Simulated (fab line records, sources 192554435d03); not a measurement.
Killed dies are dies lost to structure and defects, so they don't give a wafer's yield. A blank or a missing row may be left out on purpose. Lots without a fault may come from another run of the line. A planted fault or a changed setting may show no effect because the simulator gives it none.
Chamber matching | flow n5_finfet | N5_BEOL_M5_STRIP_36 on rie_diel-01: 4 sister chambers
The step strips in N2/H2. 18 wafers are shown with their chamber, then 9 later ones without.

WAFERS WITH THEIR CHAMBER
wafer  | chamber | drypump_motor_current_A (A) | showerhead_plenum_p_Torr (Torr) | throttle_valve_pct (%)
L074.2 | 0       | 4.9                         | 2.59                            | 24.1
L074.3 | 2       | 5.0                         | 2.51                            | 24.3
L074.4 | 1       | 5.8                         | 2.58                            | 23.5
L075.3 | 1       | 5.8                         | 2.58                            | 23.5
L075.5 | 3       | 5.3                         | 2.43                            | 23.7
L075.6 | 0       | 4.9                         | 2.59                            | 24.1
L083.4 | 3       | 5.3                         | 2.43                            | 23.7
L083.5 | 3       | 5.4                         | 2.43                            | 23.7
L083.6 | 0       | 4.9                         | 2.59                            | 24.1
L086.1 | 0       | 4.9                         | 2.58                            | 24.1
L086.2 | 3       | 5.3                         | 2.42                            | 23.8
L086.4 | 3       | 5.3                         | 2.42                            | 23.8
L087.2 | 3       | 5.4                         | 2.42                            | 23.8
L087.3 | 0       | 4.9                         | 2.58                            | 24.1
L087.6 | 0       | 4.9                         | 2.58                            | 24.1
L088.1 | 1       | 5.8                         | 2.57                            | 23.5
L088.2 | 3       | 5.3                         | 2.42                            | 23.8
L088.4 | 2       | 5.0                         | 2.50                            | 24.0

SIGNATURES (means of the wafers above)
reading                  | chamber 0 | chamber 1 | chamber 2 | chamber 3 | scatter within a chamber
drypump_motor_current_A  | 4.900     | 5.800     | 5.000     | 5.329     | 0.0319
showerhead_plenum_p_Torr | 2.5850    | 2.5767    | 2.5050    | 2.4243    | 0.00559
throttle_valve_pct       | 24.100    | 23.500    | 24.150    | 23.757    | 0.0666
Rule: a wafer's distance from a chamber is the root of the sum, over the readings, of the square of ((its reading less the chamber's mean) divided by the reading's scatter). The wafer belongs to the nearest chamber; if the next one is less than 2 further off, it can't be placed. The scatter: the root of (the sum of the squares of (reading less its chamber's mean) over the shown wafers, divided by (wafers less chambers)).

WAFERS WITHOUT THEIR CHAMBER
wafer  | drypump_motor_current_A (A) | showerhead_plenum_p_Torr (Torr) | throttle_valve_pct (%)
L091.1 | 4.9                         | 2.58                            | 24.1
L091.3 | 5.3                         | 2.42                            | 23.8
L091.4 | 5.8                         | 2.57                            | 23.5
L094.2 | 5.3                         | 2.42                            | 23.8
L094.3 | 5.8                         | 2.57                            | 23.5
L094.5 | 5.0                         | 2.49                            | 24.0
L096.2 | 5.8                         | 2.56                            | 23.6
L096.3 | 5.0                         | 2.49                            | 24.0
L096.4 | 5.3                         | 2.42                            | 23.8

WHICH CHAMBER EACH WENT THROUGH
wafer  | from the rows above | in truth
L091.1 | 0                   | 0
L091.3 | 3                   | 3
L091.4 | 1                   | 1
L094.2 | 3                   | 3
L094.3 | 1                   | 1
L094.5 | 2                   | 2
L096.2 | 1                   | 1
L096.3 | 2                   | 2
L096.4 | 3                   | 3
Placed correctly: 9 of 9. Can't be placed from these rows: 0. Placed wrongly: 0.
